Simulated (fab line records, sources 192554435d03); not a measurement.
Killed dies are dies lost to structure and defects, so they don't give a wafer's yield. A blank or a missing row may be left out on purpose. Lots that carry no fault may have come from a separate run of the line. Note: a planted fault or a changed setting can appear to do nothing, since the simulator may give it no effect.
Matching of chambers || flow n5 finfet || N5_BEOL_M0_SAQP_SPACER2_ETCHBACK_27 on rie diel-01 has 4 sister chambers
The step etches SiO2 in CHF3/O2, target depth 22.5 nm, time 11.25 s. 22 wafers are shown with their chamber, then 11 later ones without.

WAFERS WITH THEIR CHAMBER
{"wafer": "L074.4", "chamber": 0, "drypump motor current A (A)": 5.4, "showerhead plenum p Torr (Torr)": 2.44, "throttle valve pct (%)": 19.14}
{"wafer": "L074.5", "chamber": 3, "drypump motor current A (A)": 5.9, "showerhead plenum p Torr (Torr)": 2.52, "throttle valve pct (%)": 18.76}
{"wafer": "L074.6", "chamber": 0, "drypump motor current A (A)": 5.4, "showerhead plenum p Torr (Torr)": 2.44, "throttle valve pct (%)": 19.11}
{"wafer": "L076.3", "chamber": 3, "drypump motor current A (A)": 5.9, "showerhead plenum p Torr (Torr)": 2.52, "throttle valve pct (%)": 18.75}
{"wafer": "L076.4", "chamber": 1, "drypump motor current A (A)": 6.4, "showerhead plenum p Torr (Torr)": 2.38, "throttle valve pct (%)": 18.75}
{"wafer": "L076.5", "chamber": 1, "drypump motor current A (A)": 6.4, "showerhead plenum p Torr (Torr)": 2.38, "throttle valve pct (%)": 18.75}
{"wafer": "L078.1", "chamber": 2, "drypump motor current A (A)": 5.6, "showerhead plenum p Torr (Torr)": 2.41, "throttle valve pct (%)": 18.69}
{"wafer": "L078.3", "chamber": 3, "drypump motor current A (A)": 5.9, "showerhead plenum p Torr (Torr)": 2.52, "throttle valve pct (%)": 18.75}
{"wafer": "L078.6", "chamber": 2, "drypump motor current A (A)": 5.6, "showerhead plenum p Torr (Torr)": 2.41, "throttle valve pct (%)": 18.70}
{"wafer": "L079.3", "chamber": 1, "drypump motor current A (A)": 6.4, "showerhead plenum p Torr (Torr)": 2.38, "throttle valve pct (%)": 18.77}
{"wafer": "L079.4", "chamber": 2, "drypump motor current A (A)": 5.6, "showerhead plenum p Torr (Torr)": 2.41, "throttle valve pct (%)": 18.68}
{"wafer": "L079.6", "chamber": 1, "drypump motor current A (A)": 6.5, "showerhead plenum p Torr (Torr)": 2.38, "throttle valve pct (%)": 18.76}
{"wafer": "L080.1", "chamber": 1, "drypump motor current A (A)": 6.5, "showerhead plenum p Torr (Torr)": 2.38, "throttle valve pct (%)": 18.76}
{"wafer": "L080.4", "chamber": 0, "drypump motor current A (A)": 5.3, "showerhead plenum p Torr (Torr)": 2.44, "throttle valve pct (%)": 19.14}
{"wafer": "L080.5", "chamber": 3, "drypump motor current A (A)": 5.9, "showerhead plenum p Torr (Torr)": 2.52, "throttle valve pct (%)": 18.78}
{"wafer": "L089.3", "chamber": 0, "drypump motor current A (A)": 5.4, "showerhead plenum p Torr (Torr)": 2.43, "throttle valve pct (%)": 19.16}
{"wafer": "L089.4", "chamber": 1, "drypump motor current A (A)": 6.4, "showerhead plenum p Torr (Torr)": 2.37, "throttle valve pct (%)": 18.80}
{"wafer": "L089.6", "chamber": 2, "drypump motor current A (A)": 5.6, "showerhead plenum p Torr (Torr)": 2.40, "throttle valve pct (%)": 18.72}
{"wafer": "L090.2", "chamber": 0, "drypump motor current A (A)": 5.3, "showerhead plenum p Torr (Torr)": 2.43, "throttle valve pct (%)": 19.15}
{"wafer": "L090.4", "chamber": 2, "drypump motor current A (A)": 5.6, "showerhead plenum p Torr (Torr)": 2.40, "throttle valve pct (%)": 18.72}
{"wafer": "L090.6", "chamber": 3, "drypump motor current A (A)": 5.9, "showerhead plenum p Torr (Torr)": 2.51, "throttle valve pct (%)": 18.79}
{"wafer": "L091.1", "chamber": 0, "drypump motor current A (A)": 5.4, "showerhead plenum p Torr (Torr)": 2.43, "throttle valve pct (%)": 19.18}

SIGNATURES, as means of the wafers listed above
{"reading": "drypump motor current A", "chamber 0": 5.367, "chamber 1": 6.433, "chamber 2": 5.600, "chamber 3": 5.900, "scatter within a chamber": 0.0385}
{"reading": "showerhead plenum p Torr", "chamber 0": 2.4350, "chamber 1": 2.3783, "chamber 2": 2.4060, "chamber 3": 2.5180, "scatter within a chamber": 0.00491}
{"reading": "throttle valve pct", "chamber 0": 19.1467, "chamber 1": 18.7650, "chamber 2": 18.7020, "chamber 3": 18.7660, "scatter within a chamber": 0.0198}
Rule: for a wafer and a chamber, the distance is found by dividing, reading by reading, the gap between the wafer's reading and the chamber's mean by the reading's scatter, squaring, summing and taking the root. The wafer belongs to the nearest chamber; if the next one is less than 2 further off, it can't be placed. How the scatter is found: for the shown wafers, subtract from each reading the mean of its chamber, square and add these, divide the total by (wafers less chambers), then take the root.

WAFERS MISSING THEIR CHAMBER
{"wafer": "L091.3", "drypump motor current A (A)": 6.5, "showerhead plenum p Torr (Torr)": 2.37, "throttle valve pct (%)": 18.79}
{"wafer": "L091.6", "drypump motor current A (A)": 6.4, "showerhead plenum p Torr (Torr)": 2.37, "throttle valve pct (%)": 18.81}
{"wafer": "L092.2", "drypump motor current A (A)": 5.6, "showerhead plenum p Torr (Torr)": 2.40, "throttle valve pct (%)": 18.73}
{"wafer": "L092.4", "drypump motor current A (A)": 5.4, "showerhead plenum p Torr (Torr)": 2.43, "throttle valve pct (%)": 19.16}
{"wafer": "L092.6", "drypump motor current A (A)": 6.5, "showerhead plenum p Torr (Torr)": 2.37, "throttle valve pct (%)": 18.79}
{"wafer": "L096.1", "drypump motor current A (A)": 5.9, "showerhead plenum p Torr (Torr)": 2.51, "throttle valve pct (%)": 18.80}
{"wafer": "L096.2", "drypump motor current A (A)": 5.6, "showerhead plenum p Torr (Torr)": 2.40, "throttle valve pct (%)": 18.74}
{"wafer": "L096.3", "drypump motor current A (A)": 6.4, "showerhead plenum p Torr (Torr)": 2.36, "throttle valve pct (%)": 18.80}
{"wafer": "L097.2", "drypump motor current A (A)": 5.4, "showerhead plenum p Torr (Torr)": 2.43, "throttle valve pct (%)": 19.19}
{"wafer": "L097.4", "drypump motor current A (A)": 6.5, "showerhead plenum p Torr (Torr)": 2.36, "throttle valve pct (%)": 18.80}
{"wafer": "L097.6", "drypump motor current A (A)": 6.4, "showerhead plenum p Torr (Torr)": 2.36, "throttle valve pct (%)": 18.81}

THE CHAMBER EACH PASSED THROUGH
{"wafer": "L091.3", "from the rows above": 1, "in truth": 1}
{"wafer": "L091.6", "from the rows above": 1, "in truth": 1}
{"wafer": "L092.2", "from the rows above": 2, "in truth": 2}
{"wafer": "L092.4", "from the rows above": 0, "in truth": 0}
{"wafer": "L092.6", "from the rows above": 1, "in truth": 1}
{"wafer": "L096.1", "from the rows above": 3, "in truth": 3}
{"wafer": "L096.2", "from the rows above": 2, "in truth": 2}
{"wafer": "L096.3", "from the rows above": 1, "in truth": 1}
{"wafer": "L097.2", "from the rows above": 0, "in truth": 0}
{"wafer": "L097.4", "from the rows above": 1, "in truth": 1}
{"wafer": "L097.6", "from the rows above": 1, "in truth": 1}
Placed correctly: 11 of 11. From these rows, 0 cannot be placed. 0 placed wrongly.
